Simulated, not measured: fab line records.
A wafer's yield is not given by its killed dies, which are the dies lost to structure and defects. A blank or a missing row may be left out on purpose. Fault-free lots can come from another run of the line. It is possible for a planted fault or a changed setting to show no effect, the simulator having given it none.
The tool behind it: which one? | flow nandHarc | 12 lots, 36 wafers sampled, at 4 steps of a route of 1302

## WHAT EACH GAUGE READ, for each wafer
NHARC_A_CONTACT_CD_MEAS_42: target cd 300 nm.
lot  | measured     | on       | cdNm (nm)
L867 | day 21 21:49 | cdSem-03 | 300.8 300.9 300.1
L868 | day 21 20:56 | cdSem-03 | 300.0 299.7 300.1
L870 | day 22 23:25 | cdSem-02 | 300.7 300.4 301.1
L873 | day 24 10:06 | cdSem-01 | 300.2 300.1 300.5
L874 | day 24 12:32 | cdSem-02 | 299.9 299.7 299.8
L876 | day 25 17:37 | cdSem-03 | 300.4 299.8 299.8
L877 | day 25 18:22 | cdSem-01 | 300.3 299.6 299.7
L883 | day 27 14:51 | cdSem-03 | 321.1 320.4 321.4
L885 | day 28 22:13 | cdSem-02 | 300.0 299.9 299.7
L886 | day 29 21:58 | cdSem-01 | 317.1 317.4 317.5
L888 | day 30 10:34 | cdSem-01 | 300.3 300.5 300.5
L889 | day 30 21:16 | cdSem-02 | 301.0 300.0 301.0

## WHICH TOOL RAN EACH LOT (tool, then ch and the chambers of the sampled wafers, then the start)
lot  | NHARC_A_WL_FILL_ALD_19             | NHARC_A_WL_FILL_CVD_20                  | NHARC_A_CONTACT_EXPOSE_39
L867 | aldMetal-01 ch 0,1,2, day 21 14:21 | cvdW-01 ch 0,1, day 21 21:40 or earlier | arfiScanner-03 ch 0, day 21 21:40
L868 | aldMetal-04 ch 1,3, day 21 14:21   | cvdW-02 ch 0, day 21 20:47 or earlier   | arfiScanner-03 ch 0, day 21 20:47
L870 | aldMetal-04 ch 1,2,3, day 22 15:37 | cvdW-02 ch 0,1, day 22 23:16 or earlier | arfiScanner-03 ch 0, day 22 23:16
L873 | aldMetal-04 ch 0,2,3, day 23 22:58 | cvdW-02 ch 0, day 24 09:58 or earlier   | arfiScanner-01 ch 0, day 24 09:58
L874 | aldMetal-02 ch 2,3, day 24 02:07   | cvdW-02 ch 1, day 24 12:24 or earlier   | arfiScanner-02 ch 0, day 24 12:24
L876 | aldMetal-01 ch 0,2, day 25 09:32   | cvdW-01 ch 0,1, day 25 17:28 or earlier | arfiScanner-01 ch 0, day 25 17:28
L877 | aldMetal-04 ch 0,2,3, day 25 09:32 | cvdW-01 ch 0,1, day 25 18:13 or earlier | arfiScanner-03 ch 0, day 25 18:13
L883 | aldMetal-01 ch 0,1,2, day 27 07:08 | cvdW-01 ch 0,1, day 27 14:43 or earlier | arfiScanner-03 ch 0, day 27 14:43
L885 | aldMetal-01 ch 0,2,3, day 28 15:49 | cvdW-02 ch 0,1, day 28 22:05 or earlier | arfiScanner-02 ch 0, day 28 22:05
L886 | aldMetal-02 ch 0,1,2, day 29 10:37 | cvdW-01 ch 1, day 29 21:49 or earlier   | arfiScanner-03 ch 0, day 29 21:49
L888 | aldMetal-02 ch 1,2, day 30 03:19   | cvdW-02 ch 0,1, day 30 10:25 or earlier | arfiScanner-01 ch 0, day 30 10:25
L889 | aldMetal-02 ch 0,3, day 30 14:43   | cvdW-02 ch 0,1, day 30 21:08 or earlier | arfiScanner-02 ch 0, day 30 21:08
- NHARC_A_WL_FILL_ALD_19: deposits TiN, target thk 2 nm, pulse time 3 s, ald cycles 100.
- NHARC_A_WL_FILL_CVD_20: deposits W, target thk 100 nm, time 74 s.
- NHARC_A_CONTACT_EXPOSE_39: exposes mask A CC 3.

## AS READ BY THE TOOLS THEMSELVES (means over the sampled wafers that have a number; for cases with no such wafer, the mark the record gives instead)
NHARC_A_WL_FILL_ALD_19.
lot  | tool        | heaterPowerW (W) | precursorPulseHeightRel
L867 | aldMetal-01 | 1101             | 0.979
L868 | aldMetal-04 | 1107             | 0.992
L870 | aldMetal-04 | 1124             | 1.022
L873 | aldMetal-04 | 1120             | 1.000
L874 | aldMetal-02 | 1023             | 0.987
L876 | aldMetal-01 | 1114             | 0.993
L877 | aldMetal-04 | 1134             | 0.992
L883 | aldMetal-01 | 1109             | 0.989
L885 | aldMetal-01 | 1115             | 1.016
L886 | aldMetal-02 | 1037             | 1.005
L888 | aldMetal-02 | 1053             | 1.006
L889 | aldMetal-02 | 1033             | 0.999

NHARC_A_WL_FILL_CVD_20.
lot  | tool    | heaterPowerW (W) | throttleValvePct (%)
L867 | cvdW-01 | 855              | 8.5
L868 | cvdW-02 | 806              | 8.1
L870 | cvdW-02 | 861              | 8.0
L873 | cvdW-02 | 814              | 8.1
L874 | cvdW-02 | 943              | 7.6
L876 | cvdW-01 | 857              | 8.2
L877 | cvdW-01 | 829              | 8.1
L883 | cvdW-01 | 853              | 8.2
L885 | cvdW-02 | 886              | 7.7
L886 | cvdW-01 | 892              | 8.1
L888 | cvdW-02 | 903              | 7.7
L889 | cvdW-02 | 807              | 8.0

NHARC_A_CONTACT_EXPOSE_39.
lot  | tool           | exposureDoseMJCm2
L867 | arfiScanner-03 | 58.72
L868 | arfiScanner-03 | 58.75
L870 | arfiScanner-03 | 58.84
L873 | arfiScanner-01 | 58.70
L874 | arfiScanner-02 | 58.79
L876 | arfiScanner-01 | 58.70
L877 | arfiScanner-03 | 58.75
L883 | arfiScanner-03 | 84.75
L885 | arfiScanner-02 | 58.75
L886 | arfiScanner-03 | 79.55
L888 | arfiScanner-01 | 58.73
L889 | arfiScanner-02 | 58.76

## THE ANSWER, worked out from the rows above alone
Rule: what is usual is taken from the lots themselves. Put in order of their means at a reading, lots are off if they are a third of the lots or fewer, leave a main group of 4 or more, and stand apart from it by a gap of 3 or more times the standard deviation of the main group's means; of several such gaps the widest counts. A main group whose means are all the same, to the digits that the tables above print for the reading, isn't used. A lot without any number at a reading at which 4 lots or more have one is off too. Any other lot the step has rows for is counted as sound. Order of review: gauges by route order, followed by the tools' own readings, for which a lot's mean as printed above is used. The first step at which some lot is off is used, and at that step the reading that is off furthest; a lot without a number counts as furthest.
Off: L883, L886, at NHARC_A_CONTACT_CD_MEAS_42 (cdNm). The main group: mean 300.2 nm, standard deviation 0.35.
A tool fits if, at a process step before that reading, it ran every lot that is off, and no sound lot after the first of them. Not tried: the gauges at NHARC_A_CONTACT_CD_MEAS_42; whatever is off there is also off at NHARC_A_CONTACT_EXPOSE_39, on other tools, and gauge error can't account for it. NHARC_A_WL_FILL_CVD_20: start missing for some lots; hours and lot order therefore follow NHARC_A_CONTACT_EXPOSE_39. This does not decide it: 2 tools fit, namely cvdW-01 at NHARC_A_WL_FILL_CVD_20 and arfiScanner-03 at NHARC_A_CONTACT_EXPOSE_39.

## WHAT THE SIMULATOR HAD PUT IN
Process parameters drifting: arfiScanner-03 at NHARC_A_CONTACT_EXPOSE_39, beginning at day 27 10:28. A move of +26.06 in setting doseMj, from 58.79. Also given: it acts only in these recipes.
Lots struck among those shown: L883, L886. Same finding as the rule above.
